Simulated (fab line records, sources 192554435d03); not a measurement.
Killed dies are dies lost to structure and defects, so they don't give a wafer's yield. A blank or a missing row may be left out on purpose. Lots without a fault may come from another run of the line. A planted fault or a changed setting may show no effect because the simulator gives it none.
Split-lot experiment | flow n5_finfet | 7 lots, 39 wafers read, on a route of 1938 steps

THE SPLIT
At N5_FIN_SAQP_SPACER2_ALD_28 (deposits SiO2, target thk 8.1 nm, pulse time 1 s, purge time 2 s), the setting target_thk_a was moved away from the recipe's 81 angstrom on 9 of the 39 wafers read, by -54.0% to +32.6%. The other wafers ran this setting at the recipe's value.

FROM THE SPLIT TO THE READING: what the file shows between them, 9 steps
- N5_FIN_SAQP_SPACER2_ETCHBACK_29: etches SiO2 in CHF3/O2, target depth 12.2 nm, time 6.1 s
- N5_FIN_SAQP_MANDREL2_REMOVE_60: chemistry HBr/Cl2/O2, target a-Si, stops on SiNx, bt time 10 s
- N5_FIN_SAQP_CD_MEAS_31: target cd 8 nm
- N5_FIN_SAQP_HM_OPEN_33: chemistry CH3F/O2, target SiNx, target depth 49.4 nm, time 70.6 s
- N5_FIN_SAQP_ETCH_34: etches SiO2 in C4F6/O2, target depth 45 nm, time 15 s
- N5_FIN_SAQP_STRIP_77: strips in N2/H2, time 90 s
- N5_FIN_SAQP_HM_CD_35: target cd 8 nm
- N5_FIN_SAQP_ETCH_64: etches SiO2 in CF4, target depth 1.5 nm
- N5_FIN_SAQP_FIN_ETCH_36: etches the open film in HBr/Cl2/O2, target depth 120 nm, time 50.4 s

THE READING
cd_nm, in nm, at N5_FIN_SAQP_CD_MEAS_37 (target cd 8 nm). Fault-free wafers of this fab line usually give 8.16 nm, standard deviation 0.27 nm.

wafer  | tool, chamber at the split | target_thk_a as run, angstrom | against the recipe | cd_nm, nm | against lot-mates on the recipe
L074.1 | ald_sin-02, 2,1,2          | 81                            | recipe             | 8.35      | -
L074.2 | ald_sin-02, 3              | 107.4                         | +32.6%             | 10.91     | +2.60
L074.3 | ald_sin-02, 0              | 107.4                         | +32.6%             | 11.02     | +2.71
L074.4 | ald_sin-02, 2,1,2          | 81                            | recipe             | 8.24      | -
L074.5 | ald_sin-02, 3              | 107.4                         | +32.6%             | 10.61     | +2.30
L074.6 | ald_sin-02, 2,1,2          | 81                            | recipe             | 8.33      | -
L079.1 | ald_sin-04, 1,2,0          | 81                            | recipe             | 7.99      | -
L079.2 | ald_sin-04, 1,2,0          | 81                            | recipe             | 8.11      | -
L079.3 | ald_sin-04, 3,3,2          | 54.71                         | -32.5%             | 5.74      | -2.49
L079.4 | ald_sin-04, 1,2,0          | 81                            | recipe             | 8.59      | -
L079.5 | ald_sin-04, 3,3,2          | 54.71                         | -32.5%             | 5.18      | -3.05
L079.6 | ald_sin-04, 3,3,2          | 54.71                         | -32.5%             | 5.17      | -3.06
L080.1 | ald_sin-04, 0,1,2,3,3,2    | 81                            | recipe             | 8.64      | -
L080.2 | ald_sin-04, 0,1,2,3,3,2    | 81                            | recipe             | 8.17      | -
L080.3 | ald_sin-04, 0,1,2,3,3,2    | 81                            | recipe             | 8.43      | -
L080.4 | ald_sin-04, 0,1,2,3,3,2    | 81                            | recipe             | 7.93      | -
L080.5 | ald_sin-04, 0,1,2,3,3,2    | 81                            | recipe             | 8.07      | -
L080.6 | ald_sin-04, 0,1,2,3,3,2    | 81                            | recipe             | 8.33      | -
L089.1 | ald_sin-02, 2              | 81                            | recipe             | 8.42      | -
L089.2 | ald_sin-02, 0,1,3,2,3      | 81                            | recipe             | 8.89      | -
L089.3 | ald_sin-02, 0,1,3,2,3      | 81                            | recipe             | 8.58      | -
L089.4 | ald_sin-02, 0,1,3,2,3      | 81                            | recipe             | 8.43      | -
L089.5 | ald_sin-02, 0,1,3,2,3      | 81                            | recipe             | 8.42      | -
L089.6 | ald_sin-02, 0,1,3,2,3      | 81                            | recipe             | 8.57      | -
L093.1 | ald_sin-02, 1,2,3          | 81                            | recipe             | 8.19      | -
L093.2 | ald_sin-02, 1,2,3          | 81                            | recipe             | 8.41      | -
L093.3 | ald_sin-02, 3,0,2          | 37.27                         | -54.0%             | 3.49      | -4.86
L093.4 | ald_sin-02, 3,0,2          | 37.27                         | -54.0%             | 3.60      | -4.75
L093.5 | ald_sin-02, 1,2,3          | 81                            | recipe             | 8.45      | -
L093.6 | ald_sin-02, 3,0,2          | 37.27                         | -54.0%             | 4.06      | -4.29
L096.1 | ald_sin-04, 3,1,0,2        | 81                            | recipe             | 8.09      | -
L096.2 | ald_sin-04, 3,1,0,2        | 81                            | recipe             | 7.74      | -
L096.3 | ald_sin-04, 3,1,0,2        | 81                            | recipe             | 7.90      | -
L096.4 | ald_sin-04, 2,1            | 81                            | recipe             | 7.82      | -
L096.5 | ald_sin-04, 2,1            | 81                            | recipe             | 7.92      | -
L096.6 | ald_sin-04, 3,1,0,2        | 81                            | recipe             | 8.01      | -
L097.1 | ald_sin-04, 3,0            | 81                            | recipe             | 8.18      | -
L097.5 | ald_sin-04, 3              | 81                            | recipe             | 8.31      | -
L097.6 | ald_sin-04, 3,0            | 81                            | recipe             | 7.92      | -
Where a row lists several chambers, the file gives one row for several wafers and doesn't say which wafer went through which chamber.

THE FIT
A straight line over all 39 wafers: cd_nm changes by +0.0838 nm for each +1% of target_thk_a; r = +0.99; the points scatter about the line by 0.28 nm.
The same after taking each lot's own level away (the mean of its wafers on the recipe; 39 wafers): +0.0843 nm for each +1%; r = +0.99; scatter 0.2 nm.
On that fit, the largest move of target_thk_a shifts the reading by 4.6 nm.
The lots' own levels span 7.913 to 8.552 nm, that is 2.4 times the standard deviation above.
So the lot-to-lot level changes the slope little: the two slopes agree.
Check: with one of the wafers moved furthest among these (-54.0%) left out of the fit, the line predicts -4.52 nm for it against its lot-mates. It came out at -4.86 nm against them.

OTHER SPLITS ON THESE WAFERS
These wafers also went through other splits before the reading. Each is held against what the fit with the lots' levels taken away leaves over:
other split on the same wafers | wafers away from the commonest value | r with cd_nm (lot level and that fit taken away)
N5_FIN_SAQP_ETCH_65 time_s     | 12                                   | +0.04

THE WHOLE CHAIN: every reading that the file lists as answering this split, in the file's order
step                           | what it does                                                         | reading                                                                                 | change (the file's fit)                | r (the file's)
N5_FIN_SAQP_SPACER2_ALD_28     | deposits SiO2, target thk 8.1 nm, pulse time 1 s, purge time 2 s     | SiO2_of_FIN_SAQP_SPACER2_ALD_28.thk_nm (the simulator's own value, which no gauge read) | +0.0804 nm for each +1% of the setting | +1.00
N5_FIN_SAQP_MANDREL2_REMOVE_60 | chemistry HBr/Cl2/O2, target a-Si, stops on SiNx, bt time 10 s       | FIN_SAQP.cd_nm (the simulator's own value, which no gauge read)                         | +0.0808 nm for each +1% of the setting | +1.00
N5_FIN_SAQP_CD_MEAS_31         | target cd 8 nm                                                       | cd_nm                                                                                   | +0.0783 nm for each +1% of the setting | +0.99
N5_FIN_SAQP_ETCH_34            | etches SiO2 in C4F6/O2, target depth 45 nm, time 15 s                | FIN_SAQP.cd_nm (the simulator's own value, which no gauge read)                         | +0.0817 nm for each +1% of the setting | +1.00
N5_FIN_SAQP_HM_CD_35           | target cd 8 nm                                                       | cd_nm                                                                                   | +0.0887 nm for each +1% of the setting | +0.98
N5_FIN_SAQP_FIN_ETCH_36        | etches the open film in HBr/Cl2/O2, target depth 120 nm, time 50.4 s | FIN_SAQP.cd_nm (the simulator's own value, which no gauge read)                         | +0.0831 nm for each +1% of the setting | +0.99
N5_FIN_SAQP_CD_MEAS_37         | target cd 8 nm                                                       | cd_nm                                                                                   | +0.0846 nm for each +1% of the setting | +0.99

THE FILE'S OWN FIT
cd_nm changes by +0.0846 nm for each +1% of target_thk_a, r = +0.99.
